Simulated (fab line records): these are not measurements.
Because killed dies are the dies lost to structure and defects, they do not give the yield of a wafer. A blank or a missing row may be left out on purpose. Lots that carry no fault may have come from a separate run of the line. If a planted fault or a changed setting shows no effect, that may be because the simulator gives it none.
A lot that was struck, set against a sound lot + flow n5-finfet + 36 steps out of a route of 1938
Sound: the wafers L409.1, L409.2, L409.5. Struck: wafer L413.6. (L413.1 of the same lot was not struck and is left out.) The cause comes at the end.
Order at every step that has rows: each side's tool, ch and its chambers, its first start. Under that, the readings that differ: sound wafers + struck wafers + difference of the means + sigmas: that difference in standard deviations of wafers without a fault.
alike: same words and numbers on both sides, and readings whose means sit less than 2 such deviations apart. not compared: any withheld reading, any reading some wafer has no value for, any bound like >300 that may hide the same value, and any number with overlapping values for which the record gives no deviation.
A row with sigmas, a row that says differs or no value, or rows on one side alone: a step with any of these is where the two part. When numbers do not overlap yet have no deviation, they are printed without sigmas and do not part them. Lack of a reading on every wafer of one side parts them only where that side has two or more wafers.

first, 9 steps without rows for these wafers: N5_BEOL_M4_ANNEAL_95 (time 240 s); N5_BEOL_M4_SPUTTER_96 (material Cu, target thk 4.5 nm, time 8.29 s); N5_BEOL_M4_ECD_50 (material Cu, target thk 300 nm); N5_BEOL_M4_ANNEAL_51 (time 90 s); N5_BEOL_M4_CMP_52 (polishes, stops on SiOC, t overpolish 6.8 s, target thk 40 nm); N5_BEOL_M4_PRE_CLEAN_60 (time 15 s); N5_BEOL_M4_CO_CAP_55 (material Co, precursor CCTBA/H2, target thk 2 nm, time 102.1 s); N5_BEOL_M4_PRE_CLEAN_56 (time 15 s); N5_BEOL_M4_DEP_57 (deposits SiCN from 3MS/NH3, target thk 8 nm, time 14 s).
N5_BEOL_M4_RC_MEAS_101:
  sound on prober-02 ch 0, day 9 12:08; struck on prober-01 ch 0, day 10 14:25
  alike: DIBL_N, DIBL_P, IOFF_N, IOFF_P, ION_N, ION_P, SS_N, SS_P, VT_N, VT_P
then, 24 steps without rows for these wafers: N5_BEOL_M5_ILD_DEP_00 (deposits SiCOH lowk from DEMS/porogen, target thk 140.64 nm, time 25.9 s); N5_BEOL_M5_CURE_79 (cures SiCOH lowk, time 240 s); N5_BEOL_M5_PECVD_70 (deposits SiO2 from TEOS/O2, target thk 16 nm, time 18 s); N5_BEOL_M5_HM_DEP_02 (deposits TiN, target thk 20 nm); N5_BEOL_M5_COAT_59 (time 60 s, resist thk 60 nm); N5_BEOL_M5_COAT_60 (time 60 s, resist thk 12 nm); N5_BEOL_M5_COAT_71 (time 60 s, resist thk 5 nm); N5_BEOL_M5_COAT_05 (resist thk 30 nm); N5_BEOL_M5_EBR_07; N5_BEOL_M5_SOFTBAKE_06 (time 60 s); N5_BEOL_M5_EXPOSE_08 (exposes mask M5, target cd 28 nm); N5_BEOL_M5_PEB_09 (peb time 60 s); N5_BEOL_M5_DEVELOP_10 (develop time 30 s); N5_BEOL_M5_DESCUM_16 (chemistry O2, time 7 s); N5_BEOL_M5_ETCH_72 (etches underlayer in N2/H2, target depth 6.5 nm, time 5.2 s); N5_BEOL_M5_ETCH_61 (etches SiARC in CF4, target depth 15.6 nm, time 26 s); N5_BEOL_M5_ETCH_62 (etches SOC in N2/H2, target depth 75 nm, overetch 15 nm, time 112.5 s); N5_BEOL_M5_STRIP_63 (strips in N2/H2); N5_BEOL_M5_STRIP_73 (strips in N2/H2); N5_BEOL_M5_STRIP_64 (strips in CF4); N5_BEOL_M5_HM_OPEN_17 (chemistry Cl2/BCl3, target TiN, target depth 20 nm, overetch 6 nm); N5_BEOL_M5_STRIP_19 (strips in O2); N5_BEOL_M5_COAT_65 (time 60 s, resist thk 60 nm); N5_BEOL_M5_COAT_66 (time 60 s, resist thk 12 nm).
-- a jump in the record: the struck wafers' starts before and after are 3 days apart (it breaks off in module BEOL_M5 and resumes in module BEOL_M10, where the first step shown is number 1509 of the route) --
N5_BEOL_M10_VIA_ETCH_34: etches SiCOH lowk in C4F6/O2, target depth 184.5 nm, time 69.2 s.
  sound on rie-diel-05 ch 1,2, day 11 19:33; struck on rie-diel-05 ch 2, day 13 04:41
| reading                                   | sound             | struck | difference | sigmas |
|-------------------------------------------|-------------------|--------|------------|--------|
| oes-product-au (a.u.)                     | 0.90 0.84 0.90    | 0.65   | -0.23      | -3     |
| model.etch.depth-nm (nm)                  | 190.9 184.6 191.8 | 113.1  | -76.0      |        |
| model.SOC_of_BEOL_M10_COAT_63.thk-nm (nm) | 92 92 91.8        | 94.6   | +2.7       |        |
  alike: drypump-motor-current-A, rf-vpp-V, showerhead-plenum-p-Torr, throttle-valve-pct
  not compared: rf-hours-counter-h
-- a jump in the record: the struck wafers' starts before and after are 2 days apart (it breaks off in module BEOL_M10 and resumes in module PASSIVATION, where the first step shown is number 1936 of the route) --
N5_PASSIVATION_PROBE_49:
  sound on prober-02 at day 14 07:38; struck on prober-01 at day 15 06:52
| reading                  | sound          | struck | difference | sigmas      |
|--------------------------|----------------|--------|------------|-------------|
| defect-limited-yield (%) | 88.0 88.8 89.6 | 0      | -89        | -52         |
| killed_at_M4_up          | 8 16 8         | 1098   | +1087      | +99 or more |
| killed-at-front-end      | 76 76 59       | 32     | -38        | -3          |
| killed-dies              | 142 132 123    | 1180   | +1048      | +50         |
| killed-on-rim            | 22 21 17       | 152    | +132       | +29         |
| killed-short             | 54 44 38       | 26     | -19        | -2          |
| sort_bin_5_function (%)  | 7.4 6.4 6.1    | 97.1   | +90.5      | +75         |
| sort-n-pass              | 1038 1048 1057 | 0      | -1048      | -50         |
| sort-yield-pct (%)       | 88.0 88.8 89.6 | 0      | -89        | -49         |
  alike: killed_at_M0_to_M3, killed-at-contacts, killed-at-other, killed-open, sort_bin_6_memory

WHERE THEY PART
At N5_BEOL_M10_VIA_ETCH_34 first; at N5_PASSIVATION_PROBE_49 last (within this record only).

WHY: what the simulator had put in
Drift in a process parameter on rie-diel-05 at N5_BEOL_M10_VIA_ETCH_34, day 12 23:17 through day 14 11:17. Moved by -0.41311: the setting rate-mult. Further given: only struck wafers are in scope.
